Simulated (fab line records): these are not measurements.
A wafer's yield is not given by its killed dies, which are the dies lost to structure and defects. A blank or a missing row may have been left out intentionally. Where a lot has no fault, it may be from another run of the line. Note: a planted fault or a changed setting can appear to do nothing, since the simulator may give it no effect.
Matching of chambers -- flow n5-finfet -- rie-diel-02 running N5_MOL_CONTACT_COAG_ETCH_124: 4 sister chambers
The step etches SiNx in CH3F/O2, stops on SiOC, target depth 6.5 nm. 18 wafers are shown with their chamber, then 9 later ones without.

WAFERS WITH THEIR CHAMBER
wafer,chamber,showerhead-plenum-p-Torr (Torr),rf-vpp-V (V),oes-product-au (a.u.)
L075.3,3,2.04,299,0.75
L075.4,2,2.13,290,0.71
L075.6,0,1.92,310,0.69
L076.1,2,2.13,288,0.69
L076.2,0,1.92,312,0.69
L076.6,2,2.13,290,0.68
L080.1,0,1.92,313,0.68
L080.2,2,2.12,289,0.69
L080.6,3,2.03,300,0.74
L082.2,0,1.92,313,0.67
L082.4,3,2.03,301,0.74
L082.5,2,2.12,291,0.67
L087.3,2,2.12,289,0.67
L087.4,3,2.03,300,0.72
L087.6,3,2.03,299,0.72
L092.1,3,2.03,300,0.73
L092.3,0,1.91,311,0.67
L092.4,1,2.02,303,0.64

SIGNATURES (averages over the wafers above)
reading,chamber 0,chamber 1,chamber 2,chamber 3,scatter within a chamber
showerhead-plenum-p-Torr,1.9180,2.0200,2.1250,2.0317,0.00473
rf-vpp-V,311.80,303.00,289.50,299.83,1.04
oes-product-au,0.6800,0.6400,0.6850,0.7333,0.0128
Rule: distance of a wafer from a chamber = root of the sum over the readings of ((wafer's reading minus chamber's mean) / reading's scatter) squared. If the next closest chamber is less than 2 further off than the closest, the wafer can't be placed; otherwise it belongs to the closest. The scatter is the square root of a quotient: the sum, over the shown wafers, of each reading's squared deviation from its chamber's mean, divided by wafers minus chambers.

WAFERS WITH NO CHAMBER GIVEN
wafer,showerhead-plenum-p-Torr (Torr),rf-vpp-V (V),oes-product-au (a.u.)
L094.1,2.02,300,0.71
L094.3,2.11,287,0.66
L094.5,2.02,302,0.64
L095.4,2.02,299,0.70
L095.5,2.01,302,0.64
L095.6,1.91,312,0.66
L097.2,2.02,301,0.71
L097.3,2.01,303,0.64
L097.5,2.02,300,0.70

CHAMBER TAKEN BY EACH
wafer,from the rows above,in truth
L094.1,3,3
L094.3,2,2
L094.5,1,1
L095.4,3,3
L095.5,1,1
L095.6,0,0
L097.2,3,3
L097.3,1,1
L097.5,can't be placed: 3 or 1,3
Correctly placed: 8 of 9. Not placeable from these rows: 1 (in 1, the candidates include the true chamber). Placed wrongly: 0.
